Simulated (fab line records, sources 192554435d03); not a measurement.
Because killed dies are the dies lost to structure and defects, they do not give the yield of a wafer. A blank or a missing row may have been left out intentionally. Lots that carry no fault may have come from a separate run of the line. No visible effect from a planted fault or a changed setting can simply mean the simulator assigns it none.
fab line records	flow n5Finfet
record: lots: 11	wafers: 33	lastDay: 16
route steps=1938 shown BEOL_M12@1603 PASSIVATION@1936
lots that met no fault: taken from a fault-free run of the same line
startH: hours from the record's first day to the start of the lot's first wafer shown	waitH: hours elapsed since this lot's preceding step	" same as the row above	L1.1+2: one row covering several wafers at once	- no value, or no start given	* or withheld: withheld	< > ~ a bound
route shown NAME@n: a module of which the file shows steps, and the number in the route of the first	usual: mean/standard deviation taken from wafers without a fault	same: alike in all rows	chamber/n: place in a boat	sites: per-site readings	_std_site: standard deviation of those values	_edge_site: the outer-site mean with the inner-site mean subtracted	radiusMm: for every site, how far away it sits from the centre of the wafer	mask NAME#n: copy n	behind: the most recent tool/chamber to have shaped the wafer	hold: why the lot was held/for how many hours/how that ended	device: which transistor (n, p or np) failed to switch	end of line: at the end of the route, the tests of the same wafers	a step without rows: its recipe alone	killed: dies that structure and defects cost at the first sort, which is not the same as the wafer's yield	map: dies across one wafer; x = killed, . = not, _ = none there
set.NAME: the setting that was run; set.NAME@STEP: the one run at that earlier step	model.NAME: the simulator's own value behind a step, which no gauge read
one table for each step of the route and one row for each wafer, over a sample of lots
services: a tool's chamber out of use, with start hour (startH, from the record's first day; less than 0 if before it), hours out, and reason
== steps ==
step: N5_BEOL_M12_THK_MEAS_01
recipe: reads: SiOC_of_BEOL_M12_ILD_DEP_00
usual: M12_ILD_THK: 655/9.5
lot.wafer	tool	chamber	startH	waitH	M12_ILD_THK[nm]
L212.2	filmMetro-01	-	244.10	0.1	639
L212.5	"	-	"	"	660
L212.6	"	-	"	"	664
L211.3	filmMetro-01	-	247.16	0.1	648
L211.5	"	-	"	"	657
L211.6	"	-	"	"	655
L213.2	filmMetro-02	-	264.68	0.1	648
L213.4	"	-	"	"	656
L213.6	"	-	"	"	663
L214.3	filmMetro-01	-	273.11	0.1	647
L214.4	"	-	"	"	660
L214.6	"	-	"	"	666
L215.2	filmMetro-02	-	273.33	0.1	651
L215.3	"	-	"	"	659
L215.4	"	-	"	"	661
L216.2	filmMetro-01	-	273.56	0.1	637
L216.4	"	-	"	"	650
L216.6	"	-	"	"	649
L217.1	filmMetro-02	-	284.94	0.1	672
L217.4	"	-	"	"	674
L217.6	"	-	"	"	670
L219.3	filmMetro-02	-	296.74	0.1	648
L219.4	"	-	"	"	657
L219.5	"	-	"	"	657
L221.1	filmMetro-02	-	305.90	0.1	649
L221.2	"	-	"	"	650
L221.6	"	-	"	"	658
L226.2	filmMetro-02	-	337.04	0.1	631
L226.3	"	-	"	"	645
L226.6	"	-	"	"	652
L229.1	filmMetro-01	-	341.21	0.1	657
L229.2	"	-	"	"	649
L229.5	"	-	"	"	663
step: N5_BEOL_M12_EXPOSE_07
recipe: maskId: V11	na: 0.93	sourceShape: conventional	sigmaOuter: 0.6	polarization: unpolarized	attpsmPhaseDeg: 180	doseMj: 32.5
usual: exposureDoseMJCm2: 32.45/0.031	focusOffsetNm: -0.1/0.64	reticleTempC: 22.99/0.11
lot.wafer	tool	chamber	startH	waitH	mask	exposureDoseMJCm2	focusOffsetNm	reticleTempC
L212.2	krfScanner-02	0	244.36	-	V11#0	32.45	-0.9	23.14
L212.5	"	0	"	"	V11#0	32.47	-0.4	23.06
L212.6	"	0	"	"	V11#0	32.45	-0.2	23.09
L211.3	krfScanner-01	0	247.43	-	V11#0	32.42	-0.5	22.78
L211.5	"	0	"	"	V11#0	32.44	0.2	23.00
L211.6	"	0	"	"	V11#0	32.46	1.2	22.92
L213.2	krfScanner-01	0	264.82	-	V11#0	32.42	-1.0	22.79
L213.4	"	0	"	"	V11#0	32.44	0.2	22.92
L213.6	"	0	"	"	V11#0	32.45	-0.4	22.89
L214.3	krfScanner-01	0	273.25	-	V11#0	32.46	-0.4	23.07
L214.4	"	0	"	"	V11#0	32.46	-0.3	23.11
L214.6	"	0	"	"	V11#0	32.49	0.0	22.97
L215.2	krfScanner-01	0	273.47	-	V11#0	32.46	-0.8	23.10
L215.3	"	0	"	"	V11#0	32.47	-0.3	23.16
L215.4	"	0	"	"	V11#0	32.50	-0.5	23.08
L216.2	krfScanner-01	0	273.70	-	V11#0	32.45	0.0	22.89
L216.4	"	0	"	"	V11#0	32.45	0.5	22.80
L216.6	"	0	"	"	V11#0	32.47	0.0	22.78
L217.1	krfScanner-02	0	286.25	-	V11#0	32.46	0.7	22.79
L217.4	"	0	"	"	V11#0	32.45	1.1	22.97
L217.6	"	0	"	"	V11#0	32.53	1.1	22.93
L219.3	krfScanner-02	0	296.88	-	V11#0	32.42	-0.8	22.76
L219.4	"	0	"	"	V11#0	32.46	-1.1	23.03
L219.5	"	0	"	"	V11#0	32.47	-0.7	22.93
L221.1	krfScanner-02	0	306.03	-	V11#0	32.48	1.1	23.08
L221.2	"	0	"	"	V11#0	32.48	0.3	22.96
L221.6	"	0	"	"	V11#0	32.52	1.0	23.04
L226.2	krfScanner-02	0	337.17	-	V11#0	32.49	-0.3	23.01
L226.3	"	0	"	"	V11#0	32.46	-1.1	22.91
L226.6	"	0	"	"	V11#0	32.47	-0.2	23.11
L229.1	krfScanner-02	0	341.34	-	V11#0	32.40	0.6	22.96
L229.2	"	0	"	"	V11#0	32.42	0.6	22.93
L229.5	"	0	"	"	V11#0	32.39	-0.4	22.98
step: N5_BEOL_M12_OVL_MEAS_11
recipe: pointsPerWafer: 44
usual: V11_OVL: 0/4.9
lot.wafer	tool	chamber	startH	waitH	V11_OVL[nm]
L212.2	overlay-02	0	244.56	0.0	0
L212.5	"	0	"	"	0
L212.6	"	0	"	"	5
L211.3	overlay-01	0	247.62	0.0	9
L211.5	"	0	"	"	1
L211.6	"	0	"	"	5
L213.2	overlay-01	0	265.01	0.0	2
L213.4	"	0	"	"	-6
L213.6	"	0	"	"	-6
L214.3	overlay-02	0	273.44	0.0	5
L214.4	"	0	"	"	8
L214.6	"	0	"	"	-1
L215.2	overlay-02	0	273.66	0.0	-1
L215.3	"	0	"	"	-4
L215.4	"	0	"	"	2
L216.2	overlay-01	0	273.90	0.0	0
L216.4	"	0	"	"	1
L216.6	"	0	"	"	-1
L217.1	overlay-01	0	286.45	0.0	-3
L217.4	"	0	"	"	-5
L217.6	"	0	"	"	-5
L219.3	overlay-01	0	297.07	0.0	0
L219.4	"	0	"	"	-11
L219.5	"	0	"	"	0
L221.1	overlay-02	0	306.23	0.0	5
L221.2	"	0	"	"	9
L221.6	"	0	"	"	5
L226.2	overlay-01	0	337.37	0.0	21
L226.3	"	0	"	"	20
L226.6	"	0	"	"	18
L229.1	overlay-02	0	341.55	0.0	17
L229.2	"	0	"	"	27
L229.5	"	0	"	"	23
step: N5_BEOL_M12_ETCH_59
recipe: chemistry: N2/H2	target: BARC	targetDepthA: 890	overetchA: 267	timeS: 67.9	ionEnergyEv: 200	pressureMtorr: 30	sourceW: 840	biasW: 150	n2FlowSccm: 200	h2FlowSccm: 200
usual: drypumpMotorCurrentA: 5.7/0.37	oesProductAu: 0.67/0.072	rfVppV: 524.1/2.3	showerheadPlenumPTorr: 2.55/0.069	throttleValvePct: 17.87/0.25
lot.wafer	tool	chamber	startH	waitH	drypumpMotorCurrentA	oesProductAu	rfHoursCounterH	rfVppV	showerheadPlenumPTorr	throttleValvePct
L212.2	rieDiel-01	3	244.65	0.0	5.5	0.59	240	523.5	2.50	18.22
L212.5	"	2	"	"	5.7	0.79	-	522.0	2.50	17.96
L212.6	"	3	"	"	5.5	0.59	-	522.4	2.50	18.21
L211.3	rieDiel-03	0	247.77	0.0	5.9	0.63	205	525.7	2.63	17.72
L211.5	"	2	"	"	5.0	0.62	-	522.1	2.54	17.83
L211.6	"	3	"	"	5.7	0.66	-	521.7	2.45	17.59
L213.2	rieDiel-01	2	265.11	0.0	5.7	0.77	18	522.9	2.49	17.97
L213.4	"	3	"	"	5.6	0.59	248	522.8	2.50	18.24
L213.6	"	2	"	"	5.7	0.77	-	523.4	2.49	17.95
L214.3	rieDiel-01	1	273.53	0.0	5.8	0.59	236	523.6	2.50	17.60
L214.4	"	2	"	"	5.7	0.77	-	522.7	2.49	17.97
L214.6	"	1	"	"	5.8	0.59	-	522.5	2.50	17.57
L215.2	rieDiel-01	1	273.80	0.0	5.8	0.59	236	522.4	2.50	17.58
L215.3	"	2	"	"	5.7	0.77	21	521.1	2.49	17.97
L215.4	"	1	"	"	5.8	0.59	-	523.0	2.50	17.60
L216.2	rieDiel-03	1	274.29	0.0	5.7	0.69	96	525.7	2.57	17.84
L216.4	"	0	"	"	5.9	0.62	213	525.7	2.62	17.75
L216.6	"	3	"	"	5.7	0.66	-	520.7	2.45	17.62
L217.1	rieDiel-05	0	286.54	0.0	5.4	0.62	224	526.8	2.62	18.41
L217.4	"	3	"	"	6.5	0.78	-	529.1	2.69	17.60
L217.6	"	1	"	"	5.6	0.62	-	526.7	2.59	17.81
L219.3	rieDiel-05	0	297.17	0.0	5.4	0.62	229	526.4	2.62	18.39
L219.4	"	3	"	"	6.5	0.76	-	527.7	2.68	17.60
L219.5	"	0	"	"	5.4	0.62	-	526.3	2.62	18.40
L221.1	rieDiel-05	0	306.35	0.0	5.4	0.61	234	525.2	2.61	18.43
L221.2	"	2	"	"	5.2	0.87	0	525.5	2.63	18.09
L221.6	"	3	"	"	6.5	0.77	-	528.3	2.68	17.61
L226.2	rieDiel-03	2	337.46	0.0	5.0	0.60	236	524.1	2.52	17.90
L226.3	"	0	"	"	5.9	0.61	237	525.6	2.61	17.79
L226.6	"	1	"	"	5.7	0.67	-	524.8	2.56	17.90
L229.1	rieDiel-01	2	341.79	0.0	5.7	0.72	53	520.4	2.48	18.03
L229.2	"	0	"	"	5.9	0.70	78	523.5	2.48	17.94
L229.5	"	0	"	"	5.9	0.71	-	520.3	2.48	17.92
step: N5_BEOL_M12_CD_MEAS_17
recipe: targetCdNm: 140	polarity: opening
usual: cdNm: 140.2/1.8
lot.wafer	tool	chamber	startH	waitH	cdNm
L212.2	cdSem-03	-	245.11	0.0	138.8
L212.5	"	-	"	"	140.7
L212.6	"	-	"	"	141.3
L211.3	cdSem-01	-	248.23	0.0	139.2
L211.5	"	-	"	"	141.7
L211.6	"	-	"	"	140.2
L213.2	cdSem-01	-	265.57	0.0	141.8
L213.4	"	-	"	"	139.5
L213.6	"	-	"	"	139.2
L214.3	cdSem-02	-	273.99	0.0	140.9
L214.4	"	-	"	"	138.1
L214.6	"	-	"	"	138.6
L215.2	cdSem-01	-	274.25	0.0	142.3
L215.3	"	-	"	"	144.4
L215.4	"	-	"	"	142.3
L216.2	cdSem-01	-	274.76	0.0	141.2
L216.4	"	-	"	"	140.9
L216.6	"	-	"	"	137.9
L217.1	cdSem-02	-	287.04	0.0	140.0
L217.4	"	-	"	"	138.6
L217.6	"	-	"	"	138.2
L219.3	cdSem-01	-	297.64	0.0	140.0
L219.4	"	-	"	"	138.5
L219.5	"	-	"	"	140.6
L221.1	cdSem-01	-	306.81	0.0	141.2
L221.2	"	-	"	"	140.0
L221.6	"	-	"	"	138.6
L226.2	cdSem-03	-	337.92	0.0	140.2
L226.3	"	-	"	"	139.7
L226.6	"	-	"	"	140.4
L229.1	cdSem-02	-	342.40	0.0	138.0
L229.2	"	-	"	"	139.3
L229.5	"	-	"	"	139.1
step: N5_PASSIVATION_PROBE_49
usual: defectLimitedYield: 90.9/1.6	killed_at_M0_to_M3: 34/11	killed_at_M4_up: 14/5.7	killedAtContacts: 13/6.5	killedAtFrontEnd: 43/11	killedAtOther: 4/3.1	killedDies: 107/19	killedOpen: 71/14	killedShort: 35/7.9	sort_bin_5_function: 5.3/1.1	sort_bin_6_memory: 3.4/0.74	sortNPass: 1073/19	sortYieldPct: 90.9/1.6
same: grossDies: 1180	killedAtBackSide: 0	sort_bin_4_leakage[%]: 0	sort_bin_8_speed[%]: 0
lot.wafer	tool	chamber	startH	waitH	defectLimitedYield[%]	killed_at_M0_to_M3	killed_at_M4_up	killedAtContacts	killedAtFrontEnd	killedAtOther	killedDies	killedOpen	killedShort	sort_bin_5_function[%]	sort_bin_6_memory[%]	sortNPass	sortYieldPct[%]
L212.2	prober-02	-	282.36	0.1	90.8	47	5	8	48	1	109	75	31	4.8	3.8	1071	90.8
L212.5	prober-02	-	282.51	0.2	90.2	40	17	10	42	7	116	76	32	5.9	3.3	1064	90.2
L212.6	prober-02	-	282.56	0.3	89.0	44	18	16	47	5	130	86	44	5.6	4.7	1050	89.0
L211.3	prober-02	-	292.12	0.1	90.1	38	17	9	51	2	117	71	45	6.2	3.4	1063	90.1
L211.5	prober-02	-	292.22	0.2	91.2	48	13	6	29	8	104	62	42	4.7	3.8	1076	91.2
L211.6	prober-02	-	292.27	0.3	92.2	37	11	6	36	2	92	67	24	4.7	3.0	1088	92.2
L213.2	prober-02	-	302.77	0.1	89.3	43	19	19	44	1	126	83	42	6.0	4.1	1054	89.3
L213.4	prober-02	-	302.87	0.2	87.4	51	14	12	71	1	149	83	64	7.8	4.4	1031	87.4
L213.6	prober-02	-	302.97	0.3	91.4	49	9	5	35	4	102	71	30	6.2	2.3	1078	91.4
L214.3	prober-02	-	310.36	0.1	89.7	39	9	12	60	1	121	81	39	6.0	3.6	1059	89.7
L214.4	prober-02	-	310.41	0.2	90.5	32	19	13	46	2	112	76	35	4.8	4.4	1068	90.5
L214.6	prober-02	-	310.51	0.3	91.4	26	5	14	46	11	102	65	30	4.4	3.8	1078	91.4
L215.2	prober-02	-	312.28	0.1	92.3	44	7	17	21	2	91	59	31	4.2	3.4	1089	92.3
L215.3	prober-02	-	312.33	0.1	92.2	27	6	19	39	1	92	55	36	4.8	2.4	1088	92.2
L215.4	prober-02	-	312.38	0.2	90.3	44	11	22	35	2	114	71	41	4.9	4.3	1066	90.3
L216.2	prober-01	-	314.95	0.1	91.2	28	14	17	43	2	104	65	39	5.7	3.0	1076	91.2
L216.4	prober-01	-	315.05	0.2	88.6	34	19	29	51	2	135	89	39	6.5	4.3	1045	88.6
L216.6	prober-01	-	315.15	0.3	92.3	26	15	13	36	1	91	59	32	4.4	2.8	1089	92.3
L217.1	prober-01	-	323.65	0.0	88.8	46	17	17	46	6	132	79	51	6.6	4.3	1048	88.8
L217.4	prober-01	-	323.80	0.2	88.3	46	17	21	44	10	138	82	56	6.4	5.1	1042	88.3
L217.6	prober-01	-	323.90	0.3	89.7	40	15	12	45	9	121	81	40	5.6	4.4	1059	89.7
L219.3	prober-01	-	331.86	0.1	92.2	27	24	9	30	2	92	73	19	4.3	3.5	1088	92.2
L219.4	prober-01	-	331.91	0.2	93.8	17	14	7	34	1	73	45	28	3.9	2.1	1107	93.8
L219.5	prober-01	-	331.96	0.2	91.8	31	20	23	20	3	97	64	33	4.7	3.1	1083	91.8
L221.1	prober-01	-	347.93	0.3	91.0	26	21	13	44	2	106	71	35	6.0	2.9	1074	91.0
L221.2	prober-01	-	347.98	0.4	90.0	31	16	37	34	0	118	80	37	5.9	3.8	1062	90.0
L221.6	prober-01	-	348.18	0.6	89.4	39	10	23	51	2	125	94	31	5.9	4.0	1055	89.4
L229.1	prober-02	-	375.33	0.0	90.8	53	15	4	34	2	108	78	29	4.4	4.3	1072	90.8
L229.2	prober-02	-	375.38	0.1	90.3	52	14	10	38	1	115	70	40	6.6	2.5	1065	90.3
L229.5	prober-02	-	375.53	0.2	92.5	31	16	10	27	4	88	52	28	3.8	3.1	1092	92.5
L226.2	prober-02	-	380.29	0.8	89.7	30	13	8	68	2	121	89	31	6.4	3.8	1059	89.7
L226.3	prober-02	-	380.34	0.9	88.1	31	26	9	64	10	140	81	49	6.8	4.4	1040	88.1
L226.6	prober-02	-	380.49	1.0	90.5	26	14	5	67	0	112	79	32	6.0	3.1	1068	90.5
killed by level:class
L212.2 BEOL_M2:geometricParticle:open=17 STI_FIN_REVEAL:geometricParticle:open=13 BEOL_M0_SAQP:geometricParticle:open=9 FIN_SAQP:geometricParticle:open=8 GATE_CUT:geometricParticle:short=7 MOL_CONTACT_COAG:geometricParticle:open=7 BEOL_M1:geometricParticle:open=7 FIN_SAQP:geometricParticle:short=6
L212.5 STI_FIN_REVEAL:geometricParticle:open=22 BEOL_M3:geometricParticle:open=16 BEOL_M4:geometricParticle:open=10 BEOL_M2:geometricParticle:open=7 MOL_CONTACT_COAG:geometricParticle:open=6 BEOL_M0_SAQP:geometricParticle:short=5 HKMG_FIN:areaEtch=5 STI_FIN_REVEAL:geometricParticle:short=4
L212.6 BEOL_M2:geometricParticle:open=21 STI_FIN_REVEAL:geometricParticle:open=12 MOL_CONTACT_COAG:geometricParticle:open=12 BEOL_M4:geometricParticle:open=7 STI_FIN_REVEAL:geometricParticle:short=6 BEOL_M0_SAQP:geometricParticle:open=6 BEOL_M4:geometricParticle:short=4 DUMMY_GATE:geometricParticle:short=4
L211.3 FIN_SAQP:geometricParticle:short=20 FIN_SAQP:geometricParticle:open=13 BEOL_M0_SAQP:geometricParticle:short=12 BEOL_M0_SAQP:geometricParticle:open=10 MOL_CONTACT_COAG:geometricParticle:open=7 DUMMY_GATE:geometricParticle:open=6 BEOL_M1:geometricParticle:open=6 STI_FIN_REVEAL:geometricParticle:open=5
L211.5 BEOL_M0_SAQP:geometricParticle:open=17 BEOL_M0_SAQP:geometricParticle:short=13 BEOL_M1:geometricParticle:open=9 MOL_CONTACT_COAG:geometricParticle:open=6 GATE_CUT:geometricParticle:short=5 BEOL_M4:geometricParticle:open=5 FIN_SAQP:geometricParticle:open=4 GATE_CUT:geometricParticle:open=4
L211.6 FIN_SAQP:geometricParticle:open=13 BEOL_M0_SAQP:geometricParticle:short=11 BEOL_M0_SAQP:geometricParticle:open=11 MOL_CONTACT_COAG:geometricParticle:open=5 BEOL_M2:geometricParticle:open=5 STARTING-WAFER:geometricParticle:open=5 FIN_SAQP:geometricParticle:short=4 BEOL_M1:geometricParticle:open=4
L213.2 MOL_CONTACT_COAG:geometricParticle:open=16 BEOL_M0_SAQP:geometricParticle:short=11 FIN_SAQP:geometricParticle:open=10 BEOL_M3:geometricParticle:open=10 BEOL_M4:geometricParticle:open=10 BEOL_M0_SAQP:geometricParticle:open=9 FIN_SAQP:geometricParticle:short=8 DUMMY_GATE:geometricParticle:open=6
L213.4 BEOL_M0_SAQP:geometricParticle:open=14 BEOL_M0_SAQP:geometricParticle:short=12 ILD0:geometricParticle:short=11 BEOL_M2:geometricParticle:open=11 MOL_CONTACT_COAG:geometricParticle:open=10 FIN_SAQP:geometricParticle:short=8 GATE_CUT:geometricParticle:open=7 BEOL_M2:geometricParticle:short=7
L213.6 BEOL_M0_SAQP:geometricParticle:open=13 BEOL_M0_SAQP:geometricParticle:short=11 BEOL_M1:geometricParticle:open=8 FIN_SAQP:geometricParticle:open=7 STI_FIN_REVEAL:geometricParticle:open=7 BEOL_M2:geometricParticle:open=7 DUMMY_GATE:geometricParticle:open=6 GATE_CUT:geometricParticle:short=4
L214.3 FIN_SAQP:geometricParticle:short=12 BEOL_M0_SAQP:geometricParticle:open=12 BEOL_M1:geometricParticle:open=12 FIN_SAQP:geometricParticle:open=11 STI_FIN_REVEAL:geometricParticle:open=11 MOL_CONTACT_COAG:geometricParticle:open=9 GATE_CUT:geometricParticle:short=8 GATE_CUT:geometricParticle:open=5
L214.4 STI_FIN_REVEAL:geometricParticle:open=13 MOL_CONTACT_COAG:geometricParticle:open=11 FIN_SAQP:geometricParticle:open=8 FIN_SAQP:geometricParticle:short=8 BEOL_M4:geometricParticle:open=8 BEOL_M0_SAQP:geometricParticle:open=6 ILD0:geometricParticle:short=5 BEOL_M1:geometricParticle:short=5
L214.6 FIN_SAQP:geometricParticle:open=17 BEOL_M0_SAQP:geometricParticle:open=10 STI_FIN_REVEAL:geometricParticle:open=9 MOL_CONTACT_COAG:geometricParticle:open=8 FIN_SAQP:geometricParticle:short=7 BEOL_M3:geometricParticle:open=6 PASSIVATION:areaEtch=6 MOL_CONTACT_COAG:geometricParticle:short=5
L215.2 MOL_CONTACT_COAG:geometricParticle:open=12 BEOL_M1:geometricParticle:short=9 BEOL_M0_SAQP:geometricParticle:open=9 BEOL_M3:geometricParticle:open=9 BEOL_M0_SAQP:geometricParticle:short=7 STARTING-WAFER:geometricParticle:open=6 MOL_CONTACT_COAG:geometricParticle:short=5 BEOL_M2:geometricParticle:open=5
L215.3 MOL_CONTACT_COAG:geometricParticle:open=16 BEOL_M0_SAQP:geometricParticle:short=13 STI_FIN_REVEAL:geometricParticle:open=9 BEOL_M0_SAQP:geometricParticle:open=8 FIN_SAQP:geometricParticle:open=7 GATE_CUT:geometricParticle:short=6 FIN_SAQP:geometricParticle:short=4 BEOL_M4:geometricParticle:open=4
L215.4 MOL_CONTACT_COAG:geometricParticle:open=18 BEOL_M0_SAQP:geometricParticle:open=17 BEOL_M0_SAQP:geometricParticle:short=12 STI_FIN_REVEAL:geometricParticle:open=9 FIN_SAQP:geometricParticle:short=6 FIN_SAQP:geometricParticle:open=4 BEOL_M1:geometricParticle:short=4 BEOL_M5:geometricParticle:open=4
L216.2 MOL_CONTACT_COAG:geometricParticle:open=12 BEOL_M2:geometricParticle:open=8 STI_FIN_REVEAL:geometricParticle:open=7 FIN_SAQP:geometricParticle:open=6 FIN_SAQP:geometricParticle:short=5 MOL_CONTACT_COAG:geometricParticle:short=5 GATE_CUT:geometricParticle:short=5 BEOL_M3:geometricParticle:open=5
L216.4 MOL_CONTACT_COAG:geometricParticle:open=26 BEOL_M0_SAQP:geometricParticle:short=9 STI_FIN_REVEAL:geometricParticle:open=8 BEOL_M0_SAQP:geometricParticle:open=8 FIN_SAQP:geometricParticle:short=7 BEOL_M2:geometricParticle:open=7 GATE_CUT:geometricParticle:short=6 HKMG_FIN:areaEtch=6
L216.6 MOL_CONTACT_COAG:geometricParticle:open=10 STI_FIN_REVEAL:geometricParticle:open=9 BEOL_M0_SAQP:geometricParticle:short=9 GATE_CUT:geometricParticle:short=8 BEOL_M4:geometricParticle:open=7 DUMMY_GATE:geometricParticle:open=4 BEOL_M0_SAQP:geometricParticle:open=4 BEOL_M1:geometricParticle:open=4
L217.1 MOL_CONTACT_COAG:geometricParticle:open=14 BEOL_M3:geometricParticle:open=12 FIN_SAQP:geometricParticle:short=10 STI_FIN_REVEAL:geometricParticle:open=9 BEOL_M0_SAQP:geometricParticle:short=9 FIN_SAQP:geometricParticle:open=8 BEOL_M4:geometricParticle:short=7 BEOL_M2:geometricParticle:open=5
L217.4 FIN_SAQP:geometricParticle:short=17 MOL_CONTACT_COAG:geometricParticle:open=17 BEOL_M3:geometricParticle:open=10 BEOL_M1:geometricParticle:open=9 BEOL_M0_SAQP:geometricParticle:short=8 BEOL_M4:geometricParticle:open=6 BEOL_M2:geometricParticle:open=6 FIN_SAQP:geometricParticle:open=5
L217.6 FIN_SAQP:geometricParticle:short=11 STI_FIN_REVEAL:geometricParticle:open=10 FIN_SAQP:geometricParticle:open=9 MOL_CONTACT_COAG:geometricParticle:open=9 BEOL_M0_SAQP:geometricParticle:short=7 BEOL_M0_SAQP:geometricParticle:open=7 BEOL_M2:geometricParticle:open=7 BEOL_M3:geometricParticle:open=6
L219.3 STI_FIN_REVEAL:geometricParticle:open=9 DUMMY_GATE:geometricParticle:open=8 MOL_CONTACT_COAG:geometricParticle:open=8 BEOL_M2:geometricParticle:open=8 BEOL_M3:geometricParticle:open=6 BEOL_M5:geometricParticle:open=5 BEOL_M0_SAQP:geometricParticle:open=4 BEOL_M4:geometricParticle:open=4
L219.4 MOL_CONTACT_COAG:geometricParticle:open=7 DUMMY_GATE:geometricParticle:open=6 BEOL_M4:geometricParticle:open=6 BEOL_M2:geometricParticle:open=5 FIN_SAQP:geometricParticle:short=5 BEOL_M0_SAQP:geometricParticle:short=5 STI_FIN_REVEAL:geometricParticle:open=4 FIN_SAQP:geometricParticle:open=3
L219.5 MOL_CONTACT_COAG:geometricParticle:open=19 BEOL_M4:geometricParticle:open=16 BEOL_M0_SAQP:geometricParticle:short=15 STI_FIN_REVEAL:geometricParticle:open=7 BEOL_M0_SAQP:geometricParticle:open=6 MOL_CONTACT_COAG:geometricParticle:short=4 STI_FIN_REVEAL:geometricParticle:short=3 BEOL_M3:geometricParticle:open=3
L221.1 STI_FIN_REVEAL:geometricParticle:open=14 BEOL_M4:geometricParticle:open=12 MOL_CONTACT_COAG:geometricParticle:open=9 BEOL_M1:geometricParticle:open=9 BEOL_M2:geometricParticle:open=7 FIN_SAQP:geometricParticle:open=6 GATE_CUT:geometricParticle:short=6 DUMMY_GATE:geometricParticle:open=5
L221.2 MOL_CONTACT_COAG:geometricParticle:open=26 MOL_CONTACT_COAG:geometricParticle:short=11 BEOL_M0_SAQP:geometricParticle:open=11 FIN_SAQP:geometricParticle:open=6 GATE_CUT:geometricParticle:short=6 BEOL_M5:geometricParticle:open=6 FIN_SAQP:geometricParticle:short=5 STARTING-WAFER:geometricParticle:short=5
L221.6 STI_FIN_REVEAL:geometricParticle:open=20 MOL_CONTACT_COAG:geometricParticle:open=19 BEOL_M1:geometricParticle:open=15 FIN_SAQP:geometricParticle:open=7 BEOL_M0_SAQP:geometricParticle:open=7 FIN_SAQP:geometricParticle:short=6 BEOL_M0_SAQP:geometricParticle:short=6 MOL_CONTACT_COAG:geometricParticle:short=4
L229.1 FIN_SAQP:geometricParticle:open=13 BEOL_M0_SAQP:geometricParticle:open=13 BEOL_M1:geometricParticle:open=12 BEOL_M0_SAQP:geometricParticle:short=8 BEOL_M3:geometricParticle:open=8 STI_FIN_REVEAL:geometricParticle:open=5 BEOL_M0:geometricParticle:open=4 DUMMY_GATE:geometricParticle:open=3
L229.2 BEOL_M3:geometricParticle:open=11 BEOL_M1:geometricParticle:open=10 MOL_CONTACT_COAG:geometricParticle:open=9 BEOL_M0_SAQP:geometricParticle:short=8 GATE_CUT:geometricParticle:short=7 BEOL_M0_SAQP:geometricParticle:open=6 BEOL_M4:geometricParticle:open=5 BEOL_M6:geometricParticle:open=5
L229.5 BEOL_M0_SAQP:geometricParticle:short=9 MOL_CONTACT_COAG:geometricParticle:open=8 BEOL_M0_SAQP:geometricParticle:open=7 STI_FIN_REVEAL:geometricParticle:open=5 DUMMY_GATE:geometricParticle:open=4 GATE_CUT:geometricParticle:short=4 BEOL_M1:geometricParticle:open=4 BEOL_M3:geometricParticle:open=4
L226.2 FIN_SAQP:geometricParticle:open=26 STI_FIN_REVEAL:geometricParticle:open=15 FIN_SAQP:geometricParticle:short=11 MOL_CONTACT_COAG:geometricParticle:open=8 BEOL_M0_SAQP:geometricParticle:short=8 BEOL_M0_SAQP:geometricParticle:open=7 BEOL_M2:geometricParticle:open=7 BEOL_M4:geometricParticle:open=5
L226.3 FIN_SAQP:geometricParticle:short=17 STI_FIN_REVEAL:geometricParticle:open=12 BEOL_M2:geometricParticle:open=11 BEOL_M0_SAQP:geometricParticle:open=10 FIN_SAQP:geometricParticle:open=8 BEOL_M4:geometricParticle:open=8 BEOL_M12:overlay=8 DUMMY_GATE:geometricParticle:open=7
L226.6 STI_FIN_REVEAL:geometricParticle:open=19 FIN_SAQP:geometricParticle:short=11 BEOL_M2:geometricParticle:open=10 FIN_SAQP:geometricParticle:open=9 DUMMY_GATE:geometricParticle:open=8 BEOL_M0_SAQP:geometricParticle:open=7 BEOL_M0_SAQP:geometricParticle:short=6 STARTING-WAFER:geometricParticle:open=6
== services ==
tool	chamber	startH	hours	kind
krfScanner-01	-	225.48	1.0	pm
rieDiel-01	0	243.88	4.7	repair
krfScanner-02	-	245.94	0.8	pm
rieDiel-01	-	251.62	1.0	repair
krfScanner-01	-	253.92	0.8	pm
krfScanner-02	0	264.89	-	calibration
krfScanner-01	-	266.08	4.4	pm
rieDiel-01	3	271.09	-	clean
rieDiel-01	3	271.09	-	consumableReplace:focusRing
rieDiel-01	3	271.09	30.4	scheduledDown
rieDiel-01	3	271.09	30.4	ventCycle
krfScanner-02	-	280.22	5.8	repair
rieDiel-05	2	283.91	-	clean
rieDiel-05	2	283.91	-	consumableReplace:focusRing
rieDiel-05	2	283.91	21.9	scheduledDown
rieDiel-05	2	283.91	21.9	ventCycle
krfScanner-01	-	284.82	10.3	repair
rieDiel-03	-	296.94	2.7	repair
krfScanner-01	-	300.54	3.4	repair
rieDiel-03	-	300.72	0.3	repair
krfScanner-01	-	309.00	1.3	pm
rieDiel-01	1	309.69	18.4	repair
rieDiel-05	1	326.19	19.6	repair
== key ==
firstSign: step: N5_BEOL_M12_OVL_MEAS_11	reading: V11_OVL	direction: up	sigmas: 4.2	usual: 0	struck: 21
effect none on later readings
metAt N5_BEOL_M12_EXPOSE_07
struckLots L226,L229
notActingAt N5_BEOL_M12_THK_MEAS_01,N5_BEOL_M12_ETCH_59,N5_BEOL_M12_CD_MEAS_17
onsetBetween 306.03 337.17
alsoFits time
fault: kind: scannerMatchingOverlay	tool: krfScanner-02	chamber: -	onsetH: 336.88	steps: N5_BEOL_M12_EXPOSE_07	offset: 24.822
